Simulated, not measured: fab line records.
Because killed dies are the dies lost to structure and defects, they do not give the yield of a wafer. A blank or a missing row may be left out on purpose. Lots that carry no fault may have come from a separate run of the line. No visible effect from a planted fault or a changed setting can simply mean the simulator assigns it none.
fab line records ; flow n5_finfet
[record] lots = 10; wafers = 26; last_day = 19
route steps=1938 shown BEOL_M3@1004 BEOL_M4@1111 PASSIVATION@1936
lots with no fault: from the same line, run without faults
start_h: start of the lot's first displayed wafer, in hours after the record's first day ; wait_h: hours from the lot's prior step to this one ; " identical to the entry in the row above ; L1.1+2: a row that stands for several wafers ; - no value present, or no start provided ; * or withheld: withheld ; < > ~ a bound
route shown NAME@n: NAME is a module with steps in the file, n the number in the route of the first one ; usual: mean/standard deviation of fault-free wafers ; same: alike in all rows ; chamber/n: place in a boat ; sites: per-site readings ; _std_site: standard deviation across them ; _edge_site: mean of outer sites minus mean of inner sites ; radius_mm: how far each site lies from the wafer's centre ; mask NAME#n: copy n ; behind: the tool/chamber that last shaped the wafer ; hold: what put the lot on hold/how long, in hours/how the hold closed ; device: names the non-switching transistor (n, p or np) ; end of line: at the end of the route, the tests of the same wafers ; step lacking rows: just its recipe ; killed: dies that structure and defects cost at the first sort, which is not the same as the wafer's yield ; map: a wafer's dies, x killed, . not, _ none there
set.NAME: the run value of the setting; set.NAME@STEP: its run value at that earlier step ; model.NAME: the simulator's own value behind a step, which no gauge read
one table for each step of the route and one row for each wafer, over a sample of lots
services: when a tool's chamber went out of use (start_h, in hours from the record's first day, below 0 if earlier), for how many hours, and the reason
[[steps]]
[step N5_BEOL_M3_SPUTTER_90]
[recipe] material = Cu; target_thk_a = 45; temp_c = -20; chamber_pressure_pa = 0.07; power_w = withheld; time_s = 8.29
[usual] throttle_valve_pct = 30.1/0.92
lot.wafer;tool;chamber;start_h;wait_h;throttle_valve_pct
L800.3;pvd_sputter-03;-;173.71;0.1;30.2
L800.4;pvd_sputter-03;-;173.71;0.1;30.4
L800.6;pvd_sputter-03;-;173.71;0.1;30.2
L803.1;pvd_sputter-03;-;178.27;0.1;30.4
L803.4;pvd_sputter-03;-;178.27;0.1;30.3
L806.4;pvd_sputter-01;-;200.12;0.1;31.0
L806.6;pvd_sputter-01;-;200.12;0.1;29.9
L808.2;pvd_sputter-03;-;214.99;0.1;31.1
L808.3;pvd_sputter-03;-;214.99;0.1;30.4
L808.4;pvd_sputter-03;-;214.99;0.1;30.0
L807.2;pvd_sputter-01;-;219.50;0.1;28.1
L807.4;pvd_sputter-01;-;219.50;0.1;30.1
L807.5;pvd_sputter-01;-;219.50;0.1;30.4
L815.2;pvd_sputter-01;-;254.21;0.1;30.4
L815.4;pvd_sputter-01;-;254.21;0.1;30.1
L817.1;pvd_sputter-03;-;274.10;0.1;29.9
L817.3;pvd_sputter-03;-;274.10;0.1;30.9
L817.4;pvd_sputter-03;-;274.10;0.1;30.2
L818.2;pvd_sputter-01;-;283.23;0.1;30.5
L818.5;pvd_sputter-01;-;283.23;0.1;31.1
L820.4;pvd_sputter-01;-;297.02;0.1;28.3
L820.5;pvd_sputter-01;-;297.02;0.1;30.7
L820.6;pvd_sputter-01;-;297.02;0.1;28.0
L821.3;pvd_sputter-03;-;297.27;0.1;30.2
L821.5;pvd_sputter-03;-;297.27;0.1;30.5
L821.6;pvd_sputter-03;-;297.27;0.1;31.1
[step N5_BEOL_M3_ANNEAL_91]
[recipe] temp_c = 400; time_s = 240; ambient = vacuum
[usual] heater_power_w = 814/83
lot.wafer;tool;chamber;start_h;wait_h;heater_power_w
L800.3;pvd_sputter-03;-;173.79;0.0;755
L800.4;pvd_sputter-03;-;173.79;0.0;839
L800.6;pvd_sputter-03;-;173.79;0.0;742
L803.1;pvd_sputter-03;-;178.35;0.0;821
L803.4;pvd_sputter-03;-;178.35;0.0;740
L806.4;pvd_sputter-01;-;200.20;0.0;890
L806.6;pvd_sputter-01;-;200.20;0.0;761
L808.2;pvd_sputter-03;-;215.07;0.0;868
L808.3;pvd_sputter-03;-;215.07;0.0;744
L808.4;pvd_sputter-03;-;215.07;0.0;674
L807.2;pvd_sputter-01;-;219.58;0.0;762
L807.4;pvd_sputter-01;-;219.58;0.0;777
L807.5;pvd_sputter-01;-;219.58;0.0;824
L815.2;pvd_sputter-01;-;254.29;0.0;850
L815.4;pvd_sputter-01;-;254.29;0.0;747
L817.1;pvd_sputter-03;-;274.18;0.0;662
L817.3;pvd_sputter-03;-;274.18;0.0;849
L817.4;pvd_sputter-03;-;274.18;0.0;723
L818.2;pvd_sputter-01;-;283.31;0.0;820
L818.5;pvd_sputter-01;-;283.31;0.0;910
L820.4;pvd_sputter-01;-;297.10;0.0;766
L820.5;pvd_sputter-01;-;297.10;0.0;846
L820.6;pvd_sputter-01;-;297.10;0.0;753
L821.3;pvd_sputter-03;-;297.35;0.0;658
L821.5;pvd_sputter-03;-;297.35;0.0;837
L821.6;pvd_sputter-03;-;297.35;0.0;884
[step N5_BEOL_M3_ANNEAL_95]
[recipe] temp_c = 400; time_s = 240; ambient = vacuum
[usual] heater_power_w = 812/81
lot.wafer;tool;chamber;start_h;wait_h;heater_power_w
L800.3;pvd_sputter-03;-;174.23;0.0;737
L800.4;pvd_sputter-03;-;174.23;0.0;807
L800.6;pvd_sputter-03;-;174.23;0.0;735
L803.1;pvd_sputter-03;-;178.79;0.0;801
L803.4;pvd_sputter-03;-;178.79;0.0;731
L806.4;pvd_sputter-01;-;200.64;0.0;886
L806.6;pvd_sputter-01;-;200.64;0.0;766
L808.2;pvd_sputter-03;-;215.51;0.0;867
L808.3;pvd_sputter-03;-;215.51;0.0;739
L808.4;pvd_sputter-03;-;215.51;0.0;652
L807.2;pvd_sputter-01;-;220.02;0.0;741
L807.4;pvd_sputter-01;-;220.02;0.0;741
L807.5;pvd_sputter-01;-;220.02;0.0;824
L815.2;pvd_sputter-01;-;254.73;0.0;829
L815.4;pvd_sputter-01;-;254.73;0.0;766
L817.1;pvd_sputter-03;-;274.62;0.0;668
L817.3;pvd_sputter-03;-;274.62;0.0;868
L817.4;pvd_sputter-03;-;274.62;0.0;756
L818.2;pvd_sputter-01;-;283.75;0.0;833
L818.5;pvd_sputter-01;-;283.75;0.0;878
L820.4;pvd_sputter-01;-;297.54;0.0;749
L820.5;pvd_sputter-01;-;297.54;0.0;839
L820.6;pvd_sputter-01;-;297.54;0.0;754
L821.3;pvd_sputter-03;-;297.79;0.0;647
L821.5;pvd_sputter-03;-;297.79;0.0;812
L821.6;pvd_sputter-03;-;297.79;0.0;855
[step N5_BEOL_M3_CMP_52]
[recipe] stop_on = SiOC; t_overpolish_s = 6.8; down_force_psi = 1; platen_rpm = 50; clearing_platen_down_force_psi = 1.5; clearing_platen_rpm = 50; post_cmp_clean = cu_alkaline; target_thk_nm = 40; clearing_platen_pad_velocity_m_s = 0.99484; pad_velocity_m_s = 0.99484
[usual] barrier_field_endpoint_s = 24.4/0.84; clearing_platen_down_force_psi = 1.4997/0.0029; motor_current_A = 6.3/0.6; overpolish_run_s = 6.799/0.009; pad_life_wafers = 793/660; platen_rpm = 50.00/0.034; retaining_ring_pressure_frac = 1.000/0.005; time_to_endpoint_s = 63/4.7
lot.wafer;tool;chamber;start_h;wait_h;barrier_field_endpoint_s;clearing_platen_down_force_psi;motor_current_A;overpolish_run_s;pad_life_wafers;platen_rpm;retaining_ring_pressure_frac;time_to_endpoint_s
L800.3;cmp-01;1;174.87;0.2;23.4;1.4989;6.9;6.800;1590;49.97;1.006;58
L800.4;cmp-01;3;174.87;0.2;22.9;1.4983;5.2;6.778;1592;49.99;1.005;54
L800.6;cmp-01;1;174.87;0.2;23.4;1.5011;6.6;6.805;-;49.94;1.001;59
L803.4;cmp-02;0;179.46;0.2;25.1;1.5034;6.6;6.814;1753;50.02;1.003;69
L803.1;cmp-02;2;179.46;0.2;25.1;1.4971;6.4;6.823;1755;49.96;1.002;72
L806.4;cmp-02;3;201.35;0.2;25.3;1.4994;6.6;6.788;1958;49.98;0.995;65
L806.6;cmp-02;1;201.35;0.2;25.0;1.4996;5.5;6.790;-;50.05;0.996;65
L808.3;cmp-04;2;216.41;0.3;23.4;1.5029;6.6;6.791;552;50.03;1.005;56
L808.2;cmp-04;3;216.41;0.3;22.8;1.4964;5.9;6.800;553;50.01;0.992;57
L808.4;cmp-04;0;216.41;0.3;24.0;1.5014;6.7;6.808;554;50.04;1.004;60
L807.4;cmp-01;1;221.00;0.3;24.2;1.4991;6.4;6.798;1910;50.02;1.005;65
L807.2;cmp-01;2;221.00;0.3;25.0;1.4954;6.8;6.816;1911;49.98;1.000;72
L807.5;cmp-01;0;221.00;0.3;25.0;1.4985;6.8;6.794;-;50.04;0.996;69
L815.2;cmp-02;2;255.44;0.3;41.1;1.5004;6.1;0.037;350;49.99;1.009;81
L815.4;cmp-02;3;255.44;0.3;24.6;1.4988;6.5;6.806;351;50.03;1.001;63
L817.4;cmp-01;1;275.25;0.1;24.8;1.5021;6.5;6.801;342;49.99;0.996;62
L817.1;cmp-01;2;275.25;0.1;24.7;1.4978;6.8;6.801;343;50.00;1.002;66
L817.3;cmp-01;0;275.25;0.1;26.2;1.4897;6.5;6.801;345;49.99;1.001;69
L818.2;cmp-02;2;284.49;0.3;41.1;1.5003;6.4;0.039;555;49.95;1.000;83
L818.5;cmp-02;3;284.49;0.3;24.9;1.5034;6.7;6.788;-;50.09;1.004;61
L820.4;cmp-01;3;298.17;0.1;23.0;1.4968;5.0;6.804;546;49.98;1.001;54
L820.6;cmp-01;3;298.17;0.1;22.5;1.4960;5.2;6.823;-;49.97;1.003;54
L820.5;cmp-01;0;298.17;0.1;25.2;1.4993;6.9;6.803;-;50.04;1.007;67
L821.3;cmp-01;3;298.53;0.3;23.3;1.5028;5.4;6.808;554;49.97;0.999;54
L821.6;cmp-01;1;298.53;0.3;23.3;1.4974;6.3;6.788;-;50.03;0.999;57
L821.5;cmp-01;2;298.53;0.3;24.4;1.4980;7.0;6.802;-;50.02;1.004;64
[step N5_BEOL_M3_THK_MEAS_53]
[recipe] thk_meas_gauge = xrf; reads = Cu_of_BEOL_M3_ECD_50
[usual] M3_THK = 39.3/2
lot.wafer;tool;chamber;start_h;wait_h;M3_THK[nm]
L800.3;film_metro-01;-;175.17;-;37.7
L800.4;film_metro-01;-;175.17;-;36.9
L800.6;film_metro-01;-;175.17;-;38.9
L803.1;film_metro-01;-;179.72;-;39.4
L803.4;film_metro-01;-;179.72;-;41.3
L806.4;film_metro-01;-;201.57;-;38.9
L806.6;film_metro-01;-;201.57;-;39.7
L808.2;film_metro-01;-;216.71;-;39.9
L808.3;film_metro-01;-;216.71;-;38.5
L808.4;film_metro-01;-;216.71;-;40.6
L807.2;film_metro-02;-;221.22;-;40.4
L807.4;film_metro-02;-;221.22;-;36.9
L807.5;film_metro-02;-;221.22;-;39.8
L815.2;film_metro-02;-;255.66;-;142.8
L815.4;film_metro-02;-;255.66;-;39.0
L817.1;film_metro-02;-;275.54;-;40.7
L817.3;film_metro-02;-;275.54;-;40.8
L817.4;film_metro-02;-;275.54;-;41.1
L818.2;film_metro-02;-;284.67;-;144.6
L818.5;film_metro-02;-;284.67;-;41.7
L820.4;film_metro-02;-;298.47;-;34.7
L820.5;film_metro-02;-;298.47;-;39.3
L820.6;film_metro-02;-;298.47;-;36.7
L821.3;film_metro-01;-;298.75;-;34.2
L821.5;film_metro-01;-;298.75;-;39.8
L821.6;film_metro-01;-;298.75;-;36.1
[step N5_BEOL_M3_INSPECT_59]
[recipe] inspect_instrument = darkfield; mode = post_dep
[usual] raw_defect_count = 74/25
lot.wafer;tool;chamber;start_h;wait_h;raw_defect_count
L800.3;defect_inspect-02;-;175.55;0.0;155
L800.4;defect_inspect-02;-;175.55;0.0;150
L800.6;defect_inspect-02;-;175.55;0.0;95
L803.1;defect_inspect-01;-;180.00;0.0;104
L803.4;defect_inspect-01;-;180.00;0.0;68
L806.4;defect_inspect-02;-;201.86;0.0;99
L806.6;defect_inspect-02;-;201.86;0.0;78
L808.2;defect_inspect-01;-;216.99;0.0;45
L808.3;defect_inspect-01;-;216.99;0.0;86
L808.4;defect_inspect-01;-;216.99;0.0;74
L807.2;defect_inspect-02;-;221.52;0.0;68
L807.4;defect_inspect-02;-;221.52;0.0;55
L807.5;defect_inspect-02;-;221.52;0.0;59
L815.2;defect_inspect-01;-;255.95;0.0;5069
L815.4;defect_inspect-01;-;255.95;0.0;47
L817.1;defect_inspect-01;-;276.05;0.0;112
L817.3;defect_inspect-01;-;276.05;0.0;77
L817.4;defect_inspect-01;-;276.05;0.0;95
L818.2;defect_inspect-02;-;285.02;0.0;5133
L818.5;defect_inspect-02;-;285.02;0.0;77
L820.4;defect_inspect-01;-;298.80;0.0;60
L820.5;defect_inspect-01;-;298.80;0.0;100
L820.6;defect_inspect-01;-;298.80;0.0;55
L821.3;defect_inspect-01;-;299.04;0.0;85
L821.5;defect_inspect-01;-;299.04;0.0;98
L821.6;defect_inspect-01;-;299.04;0.0;56
[step N5_BEOL_M4_RC_MEAS_101]
[usual] DIBL_N = 35.8/2.2; DIBL_P = 35.3/2.7; IOFF_N = 0.16/0.043; IOFF_P = 0.21/0.043; ION_N = 676/15; ION_P = 463/9.1; SS_N = 71.4/0.77; SS_P = 73.0/0.79; VT_N = 250/4; VT_P = -249.8/2.8
lot.wafer;tool;chamber;start_h;wait_h;DIBL_N[mV/V];DIBL_P[mV/V];IOFF_N[nA/um];IOFF_P[nA/um];ION_N[uA/um];ION_P[uA/um];SS_N[mV/dec];SS_P[mV/dec];VT_N[mV];VT_P[mV]
L800.3;prober-01;0;185.57;0.3;33.6;32.6;0.11;0.16;674;460;70.4;72.6;254;-251.9
L800.4;prober-01;0;185.57;0.3;35.9;34.8;0.14;0.20;674;461;71.5;72.8;252;-248.7
L800.6;prober-01;0;185.57;0.3;35.9;34.9;0.14;0.20;691;472;71.7;73.2;251;-249.1
L803.1;prober-02;0;197.47;0.0;35.9;35.7;0.13;0.19;645;447;71.4;73.9;255;-252.4
L803.4;prober-02;0;197.47;0.0;38.0;37.9;0.19;0.22;697;470;71.5;74.1;246;-249.1
L806.4;prober-02;0;213.85;0.5;32.4;32.2;0.11;0.17;673;463;70.6;72.5;253;-250.5
L806.6;prober-02;0;213.85;0.5;36.9;36.6;0.18;0.23;680;460;72.2;73.7;248;-249.3
L808.2;prober-02;0;228.23;0.2;35.8;33.7;0.16;0.19;682;468;70.4;72.5;247;-248.5
L808.3;prober-02;0;228.23;0.2;37.3;35.3;0.17;0.20;685;466;71.9;74.0;248;-251.6
L808.4;prober-02;0;228.23;0.2;34.9;34.2;0.14;0.19;674;469;71.3;73.3;250;-251.7
L807.2;prober-02;0;231.90;0.2;37.2;35.2;0.17;0.20;675;458;71.4;72.9;249;-251.0
L807.4;prober-02;0;231.90;0.2;38.9;36.9;0.19;0.22;687;469;71.9;73.0;250;-249.8
L807.5;prober-02;0;231.90;0.2;35.4;33.4;0.13;0.17;670;463;71.0;72.4;255;-253.7
L815.4;prober-02;0;268.19;0.5;33.5;31.8;0.10;0.16;657;460;70.1;72.1;258;-248.2
L817.1;prober-02;0;293.45;0.0;34.2;33.5;0.12;0.18;666;460;70.2;72.3;255;-250.9
L817.3;prober-02;0;293.45;0.0;33.0;34.1;0.13;0.19;670;469;70.6;72.6;249;-249.6
L817.4;prober-02;0;293.45;0.0;39.0;40.5;0.24;0.30;702;486;71.8;74.1;244;-244.9
L818.5;prober-01;0;294.77;0.6;34.3;35.1;0.13;0.19;685;471;70.7;72.5;251;-250.4
L820.4;prober-02;0;310.06;0.5;33.6;33.1;0.12;0.17;673;463;70.5;72.1;251;-255.0
L820.5;prober-02;0;310.06;0.5;34.4;32.8;0.14;0.16;679;453;71.0;72.0;252;-253.8
L820.6;prober-02;0;310.06;0.5;37.1;36.3;0.17;0.21;673;449;72.3;73.5;250;-249.5
L821.3;prober-01;0;314.68;0.3;35.3;33.6;0.14;0.21;667;466;71.1;72.9;249;-250.5
L821.5;prober-01;0;314.68;0.3;35.0;31.5;0.12;0.16;660;459;71.0;72.0;254;-252.2
L821.6;prober-01;0;314.68;0.3;35.3;33.0;0.14;0.18;682;466;71.3;72.1;251;-250.8
[step N5_PASSIVATION_PROBE_49]
[usual] defect_limited_yield = 91.1/1.4; killed_at_M0_to_M3 = 34/11; killed_at_M4_up = 14/5.6; killed_at_contacts = 13/5.9; killed_at_front_end = 40/11; killed_at_other = 4/3.1; killed_dies = 105/16; killed_on_rim = 14/4.2; killed_open = 68/11; killed_short = 34/8.4; sort_bin_5_function = 5.2/0.86; sort_bin_6_memory = 3.2/0.7; sort_bin_8_speed = 0.1/1.1; sort_n_pass = 1074/21; sort_yield_pct = 91.0/1.8
[same] gross_dies = 1180; killed_at_back_side = 0; sort_bin_4_leakage[%] = 0
lot.wafer;tool;chamber;start_h;wait_h;defect_limited_yield[%];killed_at_M0_to_M3;killed_at_M4_up;killed_at_contacts;killed_at_front_end;killed_at_other;killed_dies;killed_on_rim;killed_open;killed_short;sort_bin_5_function[%];sort_bin_6_memory[%];sort_bin_8_speed[%];sort_n_pass;sort_yield_pct[%]
L803.1;prober-02;-;299.52;0.0;92.4;14;23;26;27;0;90;12;62;26;4.1;3.3;0.2;1088;92.2
L803.4;prober-02;-;299.67;0.2;90.2;41;13;21;40;1;116;21;65;47;5.8;3.1;0;1064;90.2
L808.2;prober-01;-;346.05;0.1;91.9;31;9;13;25;17;95;14;59;36;4.6;3.3;0;1085;91.9
L808.3;prober-01;-;346.10;0.1;89.7;27;22;14;53;6;122;17;81;39;5.7;3.9;0;1058;89.7
L808.4;prober-01;-;346.15;0.2;90.5;40;15;20;30;7;112;12;71;39;5.9;3.2;0;1068;90.5
L815.2;prober-02;-;394.20;0.1;0;1107;11;20;38;4;1180;152;77;30;5.7;2.9;0;0;0
L815.4;prober-02;-;394.30;0.2;91.3;24;12;6;51;10;103;13;68;25;5.0;3.4;0;1077;91.3
L818.2;prober-02;-;412.83;0.1;0;1109;15;16;39;1;1180;152;72;37;5.1;3.9;0;0;0
L818.5;prober-02;-;412.98;0.2;90.3;48;12;17;38;0;115;13;85;29;4.4;5.2;0;1065;90.3
// killed by level:class
L803.1 MOL_CONTACT_COAG:geometric_particle:open=19 FIN_SAQP:geometric_particle:open=9 BEOL_M4:geometric_particle:open=9 FIN_SAQP:geometric_particle:short=7 MOL_CONTACT_COAG:geometric_particle:short=7 DUMMY_GATE:geometric_particle:open=4 BEOL_M8:geometric_particle:open=4 STI_FIN_REVEAL:geometric_particle:open=3
L803.4 MOL_CONTACT_COAG:geometric_particle:open=15 FIN_SAQP:geometric_particle:short=13 FIN_SAQP:geometric_particle:open=9 BEOL_M0_SAQP:geometric_particle:short=8 MOL_CONTACT_COAG:geometric_particle:short=6 BEOL_M1:geometric_particle:open=6 BEOL_M3:geometric_particle:open=6 BEOL_M5:geometric_particle:open=6
L808.2 MOL_CONTACT_COAG:geometric_particle:open=11 BEOL_M0_SAQP:geometric_particle:short=11 BEOL_M2:geometric_particle:open=8 BEOL_M0_SAQP:geometric_particle:open=7 MIM_TOP:geometric_particle:open=7 MIM_TOP:geometric_particle:short=7 STI_FIN_REVEAL:geometric_particle:open=4 DUMMY_GATE:geometric_particle:open=4
L808.3 MOL_CONTACT_COAG:geometric_particle:open=14 FIN_SAQP:geometric_particle:open=12 FIN_SAQP:geometric_particle:short=11 BEOL_M4:geometric_particle:open=10 STI_FIN_REVEAL:geometric_particle:open=9 BEOL_M0_SAQP:geometric_particle:short=8 BEOL_M0_SAQP:geometric_particle:open=7 BEOL_M2:geometric_particle:open=7
L808.4 BEOL_M0_SAQP:geometric_particle:short=16 MOL_CONTACT_COAG:geometric_particle:open=15 BEOL_M0_SAQP:geometric_particle:open=13 FIN_SAQP:geometric_particle:open=7 FIN_SAQP:geometric_particle:short=5 BEOL_M4:geometric_particle:open=5 GATE_CUT:geometric_particle:open=4 MOL_CONTACT_COAG:geometric_particle:short=4
L815.2 BEOL_M3:area_cmp=1073 MOL_CONTACT_COAG:geometric_particle:open=18 STI_FIN_REVEAL:geometric_particle:open=11 BEOL_M3:geometric_particle:open=9 FIN_SAQP:geometric_particle:open=7 BEOL_M1:geometric_particle:open=7 FIN_SAQP:geometric_particle:short=6 BEOL_M0_SAQP:geometric_particle:short=5
L815.4 STI_FIN_REVEAL:geometric_particle:open=12 FIN_SAQP:geometric_particle:open=11 PASSIVATION:area_etch=9 FIN_SAQP:geometric_particle:short=6 MOL_CONTACT_COAG:geometric_particle:open=6 BEOL_M1:geometric_particle:open=6 ILD0:geometric_particle:open=5 BEOL_M3:geometric_particle:open=4
L818.2 BEOL_M3:area_cmp=1070 FIN_SAQP:geometric_particle:short=16 MOL_CONTACT_COAG:geometric_particle:open=10 BEOL_M2:geometric_particle:open=10 BEOL_M0_SAQP:geometric_particle:open=8 STI_FIN_REVEAL:geometric_particle:open=6 MOL_CONTACT_COAG:geometric_particle:short=6 BEOL_M3:geometric_particle:open=6
L818.5 BEOL_M0_SAQP:geometric_particle:open=25 MOL_CONTACT_COAG:geometric_particle:open=15 FIN_SAQP:geometric_particle:open=9 DUMMY_GATE:geometric_particle:open=6 BEOL_M0_SAQP:geometric_particle:short=5 BEOL_M1:geometric_particle:open=5 BEOL_M3:geometric_particle:open=5 BEOL_M4:geometric_particle:open=5
[[services]]
tool;chamber;start_h;hours;kind
cmp-02;-;153.93;0.7;repair
cmp-01;-;158.35;4.3;pm
cmp-01;-;166.41;7.5;pm
cmp-04;-;173.15;2.0;repair
cmp-04;-;176.37;6.5;pm
cmp-04;-;183.67;2.0;repair
cmp-02;-;194.72;1.6;repair
cmp-01;-;196.79;4.5;repair
cmp-02;-;211.88;4.0;pm
cmp-02;-;215.88;-;consumable_replace:conditioner
cmp-02;-;215.88;-;consumable_replace:pad
cmp-01;-;218.68;1.2;repair
cmp-01;-;227.42;4.0;pm
cmp-04;-;230.79;1.2;repair
cmp-01;-;231.42;-;consumable_replace:conditioner
cmp-01;-;231.42;-;consumable_replace:pad
cmp-04;-;244.92;0.5;repair
cmp-02;-;248.49;1.5;repair
cmp-01;-;262.00;1.7;repair
cmp-02;-;265.06;3.1;repair
cmp-02;-;288.20;4.3;pm
cmp-04;-;292.27;0.3;repair
[[key]]
[first_sign] step = N5_BEOL_M3_CMP_52; reading = overpolish_run_s; direction = down; sigmas = 99+; usual = 6.799; struck = 0.038
[effect] step = N5_BEOL_M3_CMP_52; reading = barrier_field_endpoint_s; direction = up; sigmas = 20; usual = 24.4; struck = 41.1
[effect] step = N5_BEOL_M3_THK_MEAS_53; reading = M3_THK; direction = up; sigmas = 52; usual = 39.3; struck = 143.7
[effect] step = N5_BEOL_M3_INSPECT_59; reading = raw_defect_count; direction = up; sigmas = 99+; usual = 74; struck = 5101
[effect] step = N5_PASSIVATION_PROBE_49; reading = killed_at_M0_to_M3; direction = up; sigmas = 95; usual = 34; struck = 1108
[more_kills_born_at] N5_BEOL_M3_CMP_52@cmp-02 = 2143
met_at N5_BEOL_M3_CMP_52
struck_lots L815,L818
struck_wafers L815.2,L818.2
later_rows_left_out L815.2,L818.2
not_acting_at N5_BEOL_M3_SPUTTER_90,N5_BEOL_M3_ANNEAL_91,N5_BEOL_M3_ANNEAL_95
onset_between 201.35 255.44
[fault] kind = process_parameter_drift; tool = cmp-02; chamber = -; onset_h = 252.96; steps = N5_BEOL_M3_CMP_52; channel = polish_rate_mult; offset = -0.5; shape = step; end_h = 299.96; scope = struck_wafers_only
// later_rows_left_out: the simulator's readings of these wafers behind a module that went badly wrong aren't trusted and aren't shown, but for the sort
